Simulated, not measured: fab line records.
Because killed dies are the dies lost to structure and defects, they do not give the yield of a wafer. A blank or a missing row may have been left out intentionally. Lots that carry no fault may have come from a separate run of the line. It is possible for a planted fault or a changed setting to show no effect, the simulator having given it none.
Which tool did it? + flow n5Finfet + 12 lots with 35 wafers sampled at 5 steps, on a route of 1938 steps

## WHAT THE GAUGES READ, wafer by wafer
The record holds no reading of a measuring or inspecting step that can be judged against a usual standard deviation.

## TOOL THAT RAN EACH LOT (tool first, then ch and the chambers of the sampled wafers, then the start)
| lot  | N5_STI_FIN_REVEAL_ETCH_34      | N5_STI_FIN_REVEAL_OXIDATION_31     | N5_DUMMY_GATE_ALD_02            | N5_DUMMY_GATE_COAT_09           | N5_PASSIVATION_PROBE_49 |
|------|--------------------------------|------------------------------------|---------------------------------|---------------------------------|-------------------------|
| L284 | rieSi-01 ch 2,3, day 2 12:57   | plasmaAsher-01 ch 0,1, day 2 13:01 | aldSin-01 ch 0,1,2, day 2 14:20 | lithoTrack-01 ch 0, day 2 22:34 | -                       |
| L285 | rieSi-01 ch 0,1,3, day 2 17:46 | plasmaAsher-01 ch 0,1, day 2 17:50 | aldSin-04 ch 0,2, day 2 20:12   | lithoTrack-02 ch 0, day 3 06:16 | -                       |
| L287 | rieSi-01 ch 1,3, day 3 08:44   | plasmaAsher-01 ch 0,1, day 3 08:48 | aldSin-02 ch 1,3, day 3 09:32   | lithoTrack-02 ch 0, day 3 22:40 | -                       |
| L288 | rieSi-02 ch 0,2, day 3 14:01   | plasmaAsher-01 ch 0,1, day 3 14:05 | aldSin-04 ch 2,3, day 3 14:49   | lithoTrack-05 ch 0, day 4 02:35 | -                       |
| L291 | rieSi-01 ch 0,1,3, day 4 07:14 | plasmaAsher-02 ch 0,1, day 4 07:17 | aldSin-04 ch 1,2,3, day 4 08:02 | lithoTrack-02 ch 0, day 4 16:11 | -                       |
| L293 | rieSi-03 ch 0,1,3, day 4 20:21 | plasmaAsher-02 ch 0,1, day 4 20:25 | aldSin-04 ch 0,1,2, day 4 22:08 | lithoTrack-05 ch 0, day 5 06:15 | -                       |
| L295 | rieSi-03 ch 0,1, day 5 09:34   | plasmaAsher-02 ch 0,1, day 5 09:37 | aldSin-02 ch 0,3, day 5 10:21   | lithoTrack-01 ch 0, day 5 18:28 | -                       |
| L300 | rieSi-03 ch 0,1,3, day 6 13:38 | plasmaAsher-02 ch 0,1, day 6 13:43 | aldSin-01 ch 0,1,3, day 6 14:37 | lithoTrack-05 ch 0, day 6 22:45 | prober-01, day 17 08:13 |
| L301 | rieSi-03 ch 0,1, day 6 19:08   | plasmaAsher-01 ch 1, day 6 19:13   | aldSin-02 ch 0,1,3, day 6 20:10 | lithoTrack-05 ch 0, day 7 04:18 | -                       |
| L305 | rieSi-01 ch 0,1, day 7 18:47   | plasmaAsher-02 ch 0,1, day 7 18:50 | aldSin-04 ch 2,3, day 7 19:34   | lithoTrack-01 ch 0, day 8 03:42 | -                       |
| L306 | rieSi-03 ch 0,1, day 8 00:02   | plasmaAsher-01 ch 0,1, day 8 00:07 | aldSin-01 ch 0,1,2, day 8 00:49 | lithoTrack-01 ch 0, day 8 10:46 | -                       |
| L307 | rieSi-01 ch 1,3, day 8 07:33   | plasmaAsher-02 ch 0,1, day 8 07:37 | aldSin-02 ch 0,3, day 8 08:26   | lithoTrack-02 ch 0, day 8 18:23 | -                       |
- N5_STI_FIN_REVEAL_ETCH_34: etches Si in H2, material Si, target depth 0.97 nm.
- N5_STI_FIN_REVEAL_OXIDATION_31: chemistry O2 PLASMA REMOTE, time 20 s.
- N5_DUMMY_GATE_ALD_02: deposits SiO2, target thk 2 nm, pulse time 1 s.
- N5_DUMMY_GATE_COAT_09: resist thk 30 nm.
- N5_PASSIVATION_PROBE_49

## WHAT THE TOOLS THEMSELVES READ (means of the sampled wafers that have a number; where no wafer has one, the mark that the record gives instead)
N5_STI_FIN_REVEAL_ETCH_34.
| lot  | tool     | drypumpMotorCurrentA (A) | oesProductAu (a.u.) | rfFwdPowerW (W) | throttleValvePct (%) |
|------|----------|--------------------------|---------------------|-----------------|----------------------|
| L284 | rieSi-01 | 5.5                      | 1.020               | 296.0           | 26.2                 |
| L285 | rieSi-01 | 5.8                      | 1.009               | 297.3           | 26.0                 |
| L287 | rieSi-01 | 5.5                      | 1.001               | 297.2           | 26.4                 |
| L288 | rieSi-02 | 5.8                      | 1.006               | 296.1           | 25.7                 |
| L291 | rieSi-01 | 5.8                      | 1.013               | 297.2           | 26.1                 |
| L293 | rieSi-03 | 5.4                      | 0.983               | 296.6           | 26.0                 |
| L295 | rieSi-03 | 5.6                      | 0.983               | 297.3           | 26.0                 |
| L300 | rieSi-03 | 5.4                      | 0.976               | 296.8           | 26.0                 |
| L301 | rieSi-03 | 5.3                      | 0.972               | 297.8           | 26.1                 |
| L305 | rieSi-01 | 5.8                      | 1.001               | 298.3           | 26.1                 |
| L306 | rieSi-03 | 5.3                      | 0.987               | 297.4           | 26.1                 |
| L307 | rieSi-01 | 5.5                      | 0.994               | 297.7           | 25.9                 |

N5_STI_FIN_REVEAL_OXIDATION_31.
| lot  | tool           | drypumpMotorCurrentA (A) | heaterPowerW (W) | rfFwdPowerW (W) |
|------|----------------|--------------------------|------------------|-----------------|
| L284 | plasmaAsher-01 | 5.8                      | 158              | 1978            |
| L285 | plasmaAsher-01 | 5.7                      | 156              | 1974            |
| L287 | plasmaAsher-01 | 5.9                      | 160              | 1975            |
| L288 | plasmaAsher-01 | 6.0                      | 163              | 1975            |
| L291 | plasmaAsher-02 | 5.4                      | 154              | 1982            |
| L293 | plasmaAsher-02 | 5.3                      | 151              | 1979            |
| L295 | plasmaAsher-02 | 5.6                      | 144              | 1989            |
| L300 | plasmaAsher-02 | 5.6                      | 147              | 1989            |
| L301 | plasmaAsher-01 | 6.3                      | 167              | 1975            |
| L305 | plasmaAsher-02 | 5.3                      | 152              | 1987            |
| L306 | plasmaAsher-01 | 5.7                      | 159              | 1972            |
| L307 | plasmaAsher-02 | 5.3                      | 149              | 1986            |

N5_DUMMY_GATE_ALD_02.
| lot  | tool      | heaterPowerW (W) | precursorPulseHeightRel |
|------|-----------|------------------|-------------------------|
| L284 | aldSin-01 | 480              | 1.001                   |
| L285 | aldSin-04 | 438              | 0.998                   |
| L287 | aldSin-02 | 436              | 1.027                   |
| L288 | aldSin-04 | 530              | 0.987                   |
| L291 | aldSin-04 | 477              | 0.986                   |
| L293 | aldSin-04 | 435              | 1.016                   |
| L295 | aldSin-02 | 452              | 1.009                   |
| L300 | aldSin-01 | 469              | 1.018                   |
| L301 | aldSin-02 | 444              | 1.007                   |
| L305 | aldSin-04 | 502              | 0.995                   |
| L306 | aldSin-01 | 467              | 0.990                   |
| L307 | aldSin-02 | 457              | 0.987                   |

N5_DUMMY_GATE_COAT_09.
| lot  | tool          | spinSpeedRpm (rpm) |
|------|---------------|--------------------|
| L284 | lithoTrack-01 | 1498.7             |
| L285 | lithoTrack-02 | 1500.9             |
| L287 | lithoTrack-02 | 1499.1             |
| L288 | lithoTrack-05 | 1499.1             |
| L291 | lithoTrack-02 | 1499.6             |
| L293 | lithoTrack-05 | 1499.8             |
| L295 | lithoTrack-01 | 1500.0             |
| L300 | lithoTrack-05 | 1542.6             |
| L301 | lithoTrack-05 | 1542.1             |
| L305 | lithoTrack-01 | 1499.8             |
| L306 | lithoTrack-01 | 1499.1             |
| L307 | lithoTrack-02 | 1499.8             |

N5_PASSIVATION_PROBE_49.
| lot  | tool      | killed_at_M0_to_M3 | killed_at_M4_up | killedAtContacts | killedAtFrontEnd | killedAtOther | killedDies | killedOpen | killedShort |
|------|-----------|--------------------|-----------------|------------------|------------------|---------------|------------|------------|-------------|
| L300 | prober-01 | 21                 | 16              | 16               | 26               | 2.0           | 81         | 57         | 23          |

## THE ANSWER, worked out from the rows above alone
Rule: usual is defined by the lots themselves. Put in order of their means at a reading, lots are off if they are a third of the lots or fewer, leave a main group of 4 or more, and stand apart from it by a gap of 3 or more times the standard deviation of the main group's means; of several such gaps the widest counts. Not used: any main group whose means are identical at the precision the tables above print for the reading. A lot without any number at a reading at which 4 lots or more have one is off too. The other lots that the step has rows for count as sound. First the gauges in route order, then the tools' own readings, where a lot's mean is used as printed above. The first step at which some lot is off is used, and at that step the reading that is off furthest; a lot without a number counts as furthest.
Off: L300, L301 (N5_DUMMY_GATE_COAT_09, spinSpeedRpm). Main group: mean 1499.6 rpm, sd 0.59.
If a tool, at that step or one of the process steps before it, ran each lot that is off and ran no sound lot following the first of them, it fits. One candidate fits, namely lithoTrack-05 at N5_DUMMY_GATE_COAT_09. A fault onset in the window from L293 (day 5 06:15, its last sound lot) to L300 (day 6 22:45, its first lot off) fits.
On the lots that are off, the tool's own readings at N5_DUMMY_GATE_COAT_09 differ by more than 5 times the standard deviation of the sound lots' means, which bears it out; spinSpeedRpm reads 1542.3 rpm there versus 1499.6 rpm on the sound lots.

## WHAT WAS PUT IN BY THE SIMULATOR
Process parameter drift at N5_DUMMY_GATE_COAT_09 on lithoTrack-05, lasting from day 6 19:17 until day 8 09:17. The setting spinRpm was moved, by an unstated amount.
Shown lots that were struck: L300, L301. The rule above found the same.
